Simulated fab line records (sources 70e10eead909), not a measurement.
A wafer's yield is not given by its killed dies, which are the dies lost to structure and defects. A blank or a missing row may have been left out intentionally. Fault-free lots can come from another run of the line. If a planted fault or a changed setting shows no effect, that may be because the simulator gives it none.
What tool caused it? :: flow nand harc :: Sampling: 10 lots, 30 wafers, 5 of 1302 route steps

== WHAT THE GAUGES READ, wafer by wafer ==
NHARC_A_CONTACT_CD_MEAS_53.
lot: L074
measured: day 22 04:45
on: cd sem-01
cd nm (nm): 289.2 289.1 289.4

lot: L077
measured: day 23 09:44
on: cd sem-02
cd nm (nm): 288.8 289.7 289.4

lot: L079
measured: day 24 04:04
on: cd sem-03
cd nm (nm): 288.6 288.3 288.2

lot: L083
measured: day 25 10:35
on: cd sem-02
cd nm (nm): 290.6 290.8 291.4

lot: L085
measured: day 26 02:15
on: cd sem-03
cd nm (nm): 289.8 289.8 290.1

lot: L089
measured: day 26 23:52
on: cd sem-03
cd nm (nm): 289.5 289.3 289.1

lot: L087
measured: day 27 00:21
on: cd sem-01
cd nm (nm): 289.3 289.0 289.3

lot: L092
measured: day 29 03:04
on: cd sem-01
cd nm (nm): 288.4 288.4 288.0

lot: L094
measured: day 30 03:54
on: cd sem-03
cd nm (nm): 289.2 289.9 290.0

lot: L095
measured: day 30 07:23
on: cd sem-03
cd nm (nm): 289.9 289.7 290.2

== EACH LOT AND THE TOOL THAT RAN IT (in order: tool; ch and the chambers of the sampled wafers; start) ==
lot: L074
NHARC_A_SGD_CUT_ETCHBACK_24: rie diel-11 ch 0,1,3, day 19 21:01
NHARC_A_SLIT_DESCUM_14: rie diel-04 ch 0,1,3, day 20 03:25
NHARC_A_CONTACT_DEP_29: pecvd-04 ch 1,2, day 21 21:54
NHARC_A_CONTACT_ETCH_51: rie diel-13 ch 0,1,2, day 22 04:45 or earlier

lot: L077
NHARC_A_SGD_CUT_ETCHBACK_24: rie diel-01 ch 0,2,3, day 21 09:11
NHARC_A_SLIT_DESCUM_14: rie diel-04 ch 0,1,3, day 21 16:11
NHARC_A_CONTACT_DEP_29: pecvd-01 ch 1,2, day 23 03:44
NHARC_A_CONTACT_ETCH_51: rie diel-02 ch 0,1,3, day 23 09:44 or earlier

lot: L079
NHARC_A_SGD_CUT_ETCHBACK_24: rie diel-01 ch 0,2,3, day 21 19:51
NHARC_A_SLIT_DESCUM_14: rie diel-08 ch 0,2,3, day 22 01:40
NHARC_A_CONTACT_DEP_29: pecvd-04 ch 0,1,2, day 23 20:55
NHARC_A_CONTACT_ETCH_51: rie diel-13 ch 1,2, day 24 04:04 or earlier

lot: L083
NHARC_A_SGD_CUT_ETCHBACK_24: rie diel-03 ch 0,1,2, day 23 04:33
NHARC_A_SLIT_DESCUM_14: rie diel-06 ch 0,1,2, day 23 12:00
NHARC_A_CONTACT_DEP_29: pecvd-04 ch 0,2, day 25 04:22
NHARC_A_CONTACT_ETCH_51: rie diel-13 ch 1,2,3, day 25 10:35 or earlier

lot: L085
NHARC_A_SGD_CUT_ETCHBACK_24: rie diel-01 ch 1,2,3, day 24 01:17
NHARC_A_SLIT_DESCUM_14: rie diel-06 ch 0,3, day 24 06:47
NHARC_A_CONTACT_DEP_29: pecvd-01 ch 0,2, day 25 20:25
NHARC_A_CONTACT_ETCH_51: rie diel-07 ch 0,2,3, day 26 02:15 or earlier

lot: L089
NHARC_A_SGD_CUT_ETCHBACK_24: rie diel-11 ch 0,2,3, day 24 19:36
NHARC_A_SLIT_DESCUM_14: rie diel-04 ch 0,1,3, day 25 01:24
NHARC_A_CONTACT_DEP_29: pecvd-02 ch 0,2, day 26 17:08
NHARC_A_CONTACT_ETCH_51: rie diel-02 ch 1,2,3, day 26 23:52 or earlier

lot: L087
NHARC_A_SGD_CUT_ETCHBACK_24: rie diel-03 ch 1,2,3, day 24 23:04
NHARC_A_SLIT_DESCUM_14: rie diel-04 ch 0,3, day 25 05:13
NHARC_A_CONTACT_DEP_29: pecvd-01 ch 1,2, day 26 18:20
NHARC_A_CONTACT_ETCH_51: rie diel-13 ch 0,1,2, day 27 00:21 or earlier

lot: L092
NHARC_A_SGD_CUT_ETCHBACK_24: rie diel-11 ch 0,3, day 26 18:47
NHARC_A_SLIT_DESCUM_14: rie diel-08 ch 0,1,2, day 27 05:01
NHARC_A_CONTACT_DEP_29: pecvd-02 ch 0,1,2, day 28 20:22
NHARC_A_CONTACT_ETCH_51: rie diel-02 ch 1,2, day 29 03:04 or earlier

lot: L094
NHARC_A_SGD_CUT_ETCHBACK_24: rie diel-11 ch 0,2,3, day 27 22:16
NHARC_A_SLIT_DESCUM_14: rie diel-06 ch 1,2, day 28 03:38
NHARC_A_CONTACT_DEP_29: pecvd-04 ch 0,1,2, day 29 22:03
NHARC_A_CONTACT_ETCH_51: rie diel-02 ch 0,2,3, day 30 03:54 or earlier

lot: L095
NHARC_A_SGD_CUT_ETCHBACK_24: rie diel-01 ch 0,2,3, day 28 08:10
NHARC_A_SLIT_DESCUM_14: rie diel-04 ch 2,3, day 28 13:27
NHARC_A_CONTACT_DEP_29: pecvd-01 ch 0,1,2, day 30 01:32
NHARC_A_CONTACT_ETCH_51: rie diel-02 ch 0,2, day 30 07:23 or earlier
- NHARC_A_SGD_CUT_ETCHBACK_24: etches the open film in CH3F/O2, target depth 50 nm, time 92.857 s.
- NHARC_A_SLIT_DESCUM_14: chemistry O2, time 3 s.
- NHARC_A_CONTACT_DEP_29: deposits SiON, target thk 100 nm.
- NHARC_A_CONTACT_ETCH_51: etches the open film in O2/COS, target depth 7000 nm, time 1820 s.

== THE ANSWER, worked out from the rows above alone ==
Rule: the lots themselves supply what counts as usual. The widest of any qualifying gaps counts: lots, ordered by their means at a reading, are off when they make up no more than a third of the lots, leave a main group of 4 or more, and stand apart from it by 3 or more times the standard deviation of that group's means. A main group is skipped when, at the precision printed for the reading in the tables above, its means are all equal. Also off: a lot with no number at a reading for which 4 or more lots have one. Where the step has rows for the other lots, those lots are counted as sound.
No lot is off on any of the readings shown, so nothing can be concluded from this.

== WHAT HAD BEEN PUT IN BY THE SIMULATOR ==
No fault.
